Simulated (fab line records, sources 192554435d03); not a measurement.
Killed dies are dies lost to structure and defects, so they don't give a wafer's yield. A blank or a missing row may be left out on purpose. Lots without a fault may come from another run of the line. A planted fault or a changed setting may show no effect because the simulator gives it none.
Problem report in the 8D (eight disciplines) form, filled by code | flow n5_finfet | the parts of the form that need people (team, actions taken, sign-off) are left out

1. THE PROBLEM
rf_fwd_power_W at N5_BEOL_M2_VIA_ETCH_34 reads a mean of 432.6 W on 1 wafer of 1 lot; wafers without a fault read 347.5 W with a standard deviation of 1.2. That is +71 standard deviations from the usual mean.
The step: etches the open film in C4F6/O2, target depth 69.4 nm, time 65.9 s.
First seen on wafer L786.3, day 11 04:03, on rie_diel-03. The record holds 15 wafers of 5 lots with a number at this step. Rule for "out", or "out of limits": more than 4 standard deviations from the usual mean. The other wafers with a number count as sound.

2. WHAT IT IS AND WHAT IT IS NOT
question                    | is                       | is not
which readings at this step | rf_fwd_power_W, rf_vpp_V | drypump_motor_current_A, oes_product_au, showerhead_plenum_p_Torr, throttle_valve_pct
which lots                  | L786                     | L770, L773, L775, L791
which wafers of those lots  | L786.3                   | L786.1, L786.6
read on which tools         | rie_diel-03              | rie_diel-01, rie_diel-06
when                        | from day 11 04:03        | up to then (8 sound wafers); but 6 sound wafers of L770, L791 came after

3. SUSPECTS, AND WHAT RULES EACH OUT
Counting: a tool at a process step up to the reading stays a suspect if it ran every lot that is out. Sound lots after the first of them don't rule it out here, since some wafers of a struck lot are sound.
- rie_diel-03 at N5_BEOL_M2_DESCUM_33 (chemistry O2, time 7 s): kept. It ran the lot that is out, L786 (day 10 23:01); its last sound lot up to then is L773 (day 7 19:05).
- rie_diel-03 at N5_BEOL_M2_ETCH_77 (etches underlayer in N2/H2, target depth 6.5 nm, time 5.2 s): kept. It ran the lot that is out, L786 (day 10 23:03); its last sound lot up to then is L773 (day 7 19:07).
- ald_sin-01 at N5_BEOL_M2_ALD_98 (deposits SiO2, target thk 2.5 nm, pulse time 1 s, co reactant pulse time 1 s): kept. It ran the lot that is out, L786 (day 10 23:09).
- rie_diel-03 at N5_BEOL_M2_ETCHBACK_99 (etches SiO2 in CHF3, target depth 5 nm, time 10.4 s): kept. It ran the lot that is out, L786 (day 11 03:54); its last sound lot up to then is L773 (day 7 20:26).
- rie_diel-03 at N5_BEOL_M2_ETCH_70 (etches SOC in N2/H2, target depth 80 nm, overetch 24 nm, time 130 s): kept. It ran the lot that is out, L786 (day 11 03:56); its last sound lot up to then is L773 (day 7 20:28).
- rie_diel-03 at N5_BEOL_M2_VIA_ETCH_34 (etches the open film in C4F6/O2, target depth 69.4 nm, time 65.9 s): kept. It ran the lot that is out, L786 (day 11 04:03); its last sound lot up to then is L773 (day 7 20:34). Its own readings are out on those wafers: rf_fwd_power_W, rf_vpp_V.
- Within rie_diel-03 at N5_BEOL_M2_DESCUM_33: the wafers that are out ran in chamber 2; their sound lot-mates ran in chambers 0, 3.
- Within rie_diel-03 at N5_BEOL_M2_ETCH_77: the wafers that are out ran in chamber 2; their sound lot-mates ran in chambers 0, 3.
- Within ald_sin-01 at N5_BEOL_M2_ALD_98: the wafers that are out ran in chamber 3; their sound lot-mates ran in chambers 0, 2.
- Within rie_diel-03 at N5_BEOL_M2_ETCHBACK_99: the wafers that are out ran in chamber 3; their sound lot-mates ran in chambers 0, 2.
- Within rie_diel-03 at N5_BEOL_M2_ETCH_70: the wafers that are out ran in chamber 3; their sound lot-mates ran in chambers 0, 2.
- Within rie_diel-03 at N5_BEOL_M2_VIA_ETCH_34: the wafers that are out ran in chamber 3; their sound lot-mates ran in chambers 0, 2.
Left after counting: rie_diel-03 at N5_BEOL_M2_DESCUM_33, rie_diel-03 at N5_BEOL_M2_ETCH_77, ald_sin-01 at N5_BEOL_M2_ALD_98, rie_diel-03 at N5_BEOL_M2_ETCHBACK_99, rie_diel-03 at N5_BEOL_M2_ETCH_70, rie_diel-03 at N5_BEOL_M2_VIA_ETCH_34.

4. THE CAUSE (what the simulator had put in)
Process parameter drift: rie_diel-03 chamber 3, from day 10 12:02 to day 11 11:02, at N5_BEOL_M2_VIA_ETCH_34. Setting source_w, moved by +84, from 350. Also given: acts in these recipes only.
Counting left 6 suspects, and this tool is among them.

5. THE CHAIN OF EFFECTS, in route order
Each row: a reading whose mean over the struck wafers that have a number lies more than 3 standard deviations from the usual. Only readings for which the record gives a usual standard deviation are gone through. hours: the time from each lot's start at the first step in this table that gives one to its start at this step, as a median over the lots. sigmas: the change in usual standard deviations.
hours | step                   | reading        | usual   | on struck wafers | change | sigmas
0     | N5_BEOL_M2_VIA_ETCH_34 | rf_fwd_power_W | 347.5 W | 432.6            | +85.1  | +71
0     | N5_BEOL_M2_VIA_ETCH_34 | rf_vpp_V       | 665 V   | 595              | -70    | -5.4
The process steps in it:
- N5_BEOL_M2_VIA_ETCH_34: etches the open film in C4F6/O2, target depth 69.4 nm, time 65.9 s.
Later measuring or inspecting steps at which every struck wafer that the step has a row for has a number for every such reading, and none has moved that far: N5_BEOL_M4_RC_MEAS_101.

6. WHAT WOULD HAVE CAUGHT IT SOONER
In this record the first reading out of limits was taken at day 11 04:03, 16 hours after the fault began at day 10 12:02.
